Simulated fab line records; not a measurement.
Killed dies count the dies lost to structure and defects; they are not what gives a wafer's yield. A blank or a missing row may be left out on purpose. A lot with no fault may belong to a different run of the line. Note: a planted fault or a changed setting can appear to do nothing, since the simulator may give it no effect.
The tool behind it: which one? ; flow nandHarc ; 11 lots, 33 wafers sampled, at 3 steps of a route of 1302

WHAT EACH GAUGE READ, for each wafer
NHARC_P_GATE_CD_MEAS_26 targets a cd of 120 nm.
lot;measured;on;cdNm (nm)
L479;day 5 08:13;cdSem-03;118.8 119.1 119.3
L480;day 5 15:02;cdSem-01;119.4 119.6 119.2
L484;day 7 05:37;cdSem-01;89.6 89.5 89.3
L492;day 10 23:15;cdSem-02;121.2 120.6 120.7
L494;day 10 23:24;cdSem-01;119.9 120.4 119.9
L495;day 11 16:31;cdSem-03;120.3 119.6 120.1
L496;day 11 23:07;cdSem-02;120.5 120.6 120.0
L498;day 12 20:05;cdSem-03;120.7 120.5 120.3
L500;day 13 17:32;cdSem-02;120.6 120.5 120.0
L501;day 14 04:11;cdSem-01;120.0 120.0 120.4
L502;day 14 15:32;cdSem-02;120.5 120.3 120.3

EACH LOT AND THE TOOL THAT RAN IT (in order: tool; ch and the chambers of the sampled wafers; start)
lot;NHARC_P_STI_CMP_21;NHARC_P_GATE_EXPOSE_23
L479;cmp-03 ch 0,1,2, day 4 00:07;arfiScanner-02 ch 0, day 5 08:04
L480;cmp-02 ch 1,2, day 4 07:10;arfiScanner-01 ch 0, day 5 14:53
L484;cmp-01 ch 1,2, day 5 17:34;arfiScanner-01 ch 0, day 7 05:29
L492;cmp-01 ch 2,3, day 9 17:03;arfiScanner-01 ch 0, day 10 23:07
L494;cmp-02 ch 0,3, day 9 17:03;arfiScanner-02 ch 0, day 10 23:16
L495;cmp-03 ch 0,1,3, day 10 05:46;arfiScanner-01 ch 0, day 11 16:23
L496;cmp-01 ch 0,1,3, day 10 14:31;arfiScanner-02 ch 0, day 11 22:59
L498;cmp-03 ch 0,1,3, day 11 13:50;arfiScanner-02 ch 0, day 12 19:57
L500;cmp-03 ch 1,2,3, day 12 09:22;arfiScanner-02 ch 0, day 13 17:23
L501;cmp-01 ch 2,3, day 12 17:38;arfiScanner-01 ch 0, day 14 04:02
L502;cmp-02 ch 0,1, day 13 04:48;arfiScanner-03 ch 0, day 14 15:23
- NHARC_P_STI_CMP_21: polishes, t overpolish 20 s, target thk 380.67 nm.
- NHARC_P_GATE_EXPOSE_23: exposes mask P GATE, target cd 120 nm.

THE ANSWER, worked out from the rows above alone
Rule: usual is defined by the lots themselves. Put in order of their means at a reading, lots are off if they are a third of the lots or fewer, leave a main group of 4 or more, and stand apart from it by a gap of 3 or more times the standard deviation of the main group's means; of several such gaps the widest counts. A main group is skipped when, at the precision printed for the reading in the tables above, its means are all equal. Also off: a lot with no number at a reading for which 4 or more lots have one. All remaining lots with rows at the step are treated as sound.
Off: L484 (NHARC_P_GATE_CD_MEAS_26, cdNm). For the main group the mean is 120.1 nm and the standard deviation 0.5.
A tool fits if, at a process step before that reading, it ran every lot that is off, and no sound lot after the first of them. Gauges at NHARC_P_GATE_CD_MEAS_26: tried the same way as those tools. None of those tried fits.

WHAT THE SIMULATOR PUT IN
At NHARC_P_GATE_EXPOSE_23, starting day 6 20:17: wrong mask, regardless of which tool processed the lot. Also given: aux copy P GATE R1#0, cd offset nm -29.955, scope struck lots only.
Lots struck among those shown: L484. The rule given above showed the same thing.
